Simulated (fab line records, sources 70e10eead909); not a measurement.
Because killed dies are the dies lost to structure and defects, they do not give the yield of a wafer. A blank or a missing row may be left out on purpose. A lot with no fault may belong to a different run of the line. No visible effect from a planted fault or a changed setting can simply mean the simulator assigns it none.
The same fault as seen by 2 desks    flow nand harc    every desk sees just its own numbers, and what lay behind them comes last

## AT THE METROLOGY DESK
Means of the sampled wafers that have a number, per lot and without regard to the tool the lot ran on: this is what the gauges read. If a lot's mean is further than 4 standard deviations from the usual mean, the lot is out of limits and carries the mark OUT (the distance appears in the brackets).
Columns: A = overlay x nm at NHARC_P_STI_OVL_MEAS_10, usual 0 nm; B = overlay y nm at NHARC_P_STI_OVL_MEAS_10, usual 1 nm
lot   first seen here  A   B
L228  day 2 11:10      -3  -5
L229  day 2 19:57      3   10
L230  day 2 20:07      14  -3
L234  day 3 23:14      3   2
L236  day 4 12:02      3   10
L238  day 4 21:10      -3  -7
L242  day 5 22:59      -5  9
L243  day 6 08:07      -7  9
L244  day 6 13:56      -1  4
L247  day 7 04:49      -4  -1
L248  day 7 11:23      1   -6
L249  day 7 23:05      -6  6
L250  day 7 23:08      -1  -5
L251  day 8 07:20      -5  1
Result from this desk: across the 14 lots, nothing is out of limits.

## FOR THE TOOL OWNER'S DESK: rie diel-08
The tool's own readings at NHARC_P_GATE_ETCH_114 (etches the open film in CF4/O2, target depth 30 nm, overetch 3 nm, time 16.5 s): means of the sampled wafers that have a number, for each lot that ran on this tool. If a lot's mean is further than 4 standard deviations from the usual mean, the lot is out of limits and carries the mark OUT (the distance appears in the brackets). 7 of its 8 readings are shown, namely those furthest out on some lot.
Columns: A = drypump motor current A at NHARC_P_GATE_ETCH_114, usual 5.8 A; B = oes_ar_750_au at NHARC_P_GATE_ETCH_114, usual 1.000 a.u.; C = oes product au at NHARC_P_GATE_ETCH_114, usual 1.001 a.u.; D = rf fwd power W at NHARC_P_GATE_ETCH_114, usual 293.6 W; E = rf vpp V at NHARC_P_GATE_ETCH_114, usual 197.7 V; F = run length s at NHARC_P_GATE_ETCH_114, usual 37.6 s; G = showerhead plenum p Torr at NHARC_P_GATE_ETCH_114, usual 1.33 Torr
lot   first seen here  A    B      C      D      E      F     G
L230  day 5 01:00      5.8  1.003  1.002  293.5  198.4  37.8  1.34
L229  day 5 02:00      5.8  0.999  1.004  294.0  197.5  37.8  1.33
L236  day 6 15:00      5.8  1.002  1.000  292.4  197.5  37.2  1.34
L238  day 7 03:00      5.8  1.003  0.992  293.6  198.7  37.1  1.33
L248  day 9 14:00      5.3  1.007  1.003  293.4  197.5  37.9  1.37
L249  day 10 07:00     5.7  0.999  0.993  293.5  197.0  38.0  1.34
L250  day 10 07:00     5.7  0.997  0.987  293.6  199.1  37.9  1.35
Result from this desk: across the 7 lots, nothing is out of limits.

## ALL TOGETHER
At the metrology desk, nothing out of limits was observed.
The tool owner's desk saw nothing out of limits.

## WHAT THE SIMULATOR PUT IN
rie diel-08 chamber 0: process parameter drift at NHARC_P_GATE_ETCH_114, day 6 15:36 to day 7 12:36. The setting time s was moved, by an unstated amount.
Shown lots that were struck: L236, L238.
